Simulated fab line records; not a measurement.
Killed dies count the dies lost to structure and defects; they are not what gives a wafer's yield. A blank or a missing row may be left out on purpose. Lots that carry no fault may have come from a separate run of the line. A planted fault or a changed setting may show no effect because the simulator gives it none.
Chamber matching | flow n5_finfet | N5_BEOL_M8_DEP_56 on pecvd-01: 3 sister chambers
The step deposits SiCN from 3MS/NH3, target thk 10 nm, time 17.5 s. 14 wafers are shown with their chamber, then 7 later ones without.

## EACH WAFER AND ITS CHAMBER
wafer  | chamber | throttle_valve_pct (%) | showerhead_plenum_p_Torr (Torr)
L076.1 | 2       | 8.3                    | 3.657
L076.3 | 1       | 9.9                    | 3.659
L076.5 | 0       | 9.0                    | 3.665
L080.2 | 0       | 9.2                    | 3.664
L080.4 | 0       | 9.2                    | 3.658
L080.5 | 2       | 8.0                    | 3.653
L091.1 | 2       | 8.2                    | 3.666
L091.2 | 1       | 10.1                   | 3.671
L091.3 | 0       | 9.1                    | 3.667
L091.4 | 1       | 10.0                   | 3.657
L091.5 | 0       | 8.9                    | 3.662
L091.6 | 2       | 8.2                    | 3.656
L092.1 | 2       | 8.2                    | 3.663
L092.2 | 1       | 9.9                    | 3.654

SIGNATURES, as means of the wafers listed above
reading                  | chamber 0 | chamber 1 | chamber 2 | scatter within a chamber
throttle_valve_pct       | 9.080     | 9.975     | 8.180     | 0.114
showerhead_plenum_p_Torr | 3.66320   | 3.66025   | 3.65900   | 0.00546
Rule: distance of a wafer from a chamber = root of the sum over the readings of ((wafer's reading minus chamber's mean) / reading's scatter) squared. If the next closest chamber is less than 2 further off than the closest, the wafer can't be placed; otherwise it belongs to the closest. The scatter: take each reading less its chamber's mean, square it, sum over the shown wafers, divide by the number of wafers less the number of chambers, and take the root.

## WAFERS WITH NO CHAMBER GIVEN
wafer  | throttle_valve_pct (%) | showerhead_plenum_p_Torr (Torr)
L092.5 | 10.0                   | 3.651
L094.2 | 9.2                    | 3.662
L094.3 | 8.3                    | 3.663
L094.6 | 10.1                   | 3.658
L096.1 | 8.6                    | 3.649
L096.4 | 8.5                    | 3.653
L096.5 | 10.1                   | 3.662

## WHICH CHAMBER EACH ONE RAN IN
wafer  | from the rows above     | in truth
L092.5 | 1                       | 1
L094.2 | 0                       | 0
L094.3 | 2                       | 2
L094.6 | 1                       | 1
L096.1 | can't be placed: 2 or 0 | 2
L096.4 | 2                       | 2
L096.5 | 1                       | 1
6 of 7 placed correctly. Can't be placed from these rows: 1 (the true chamber is among the candidates in 1). Wrongly placed: 0.
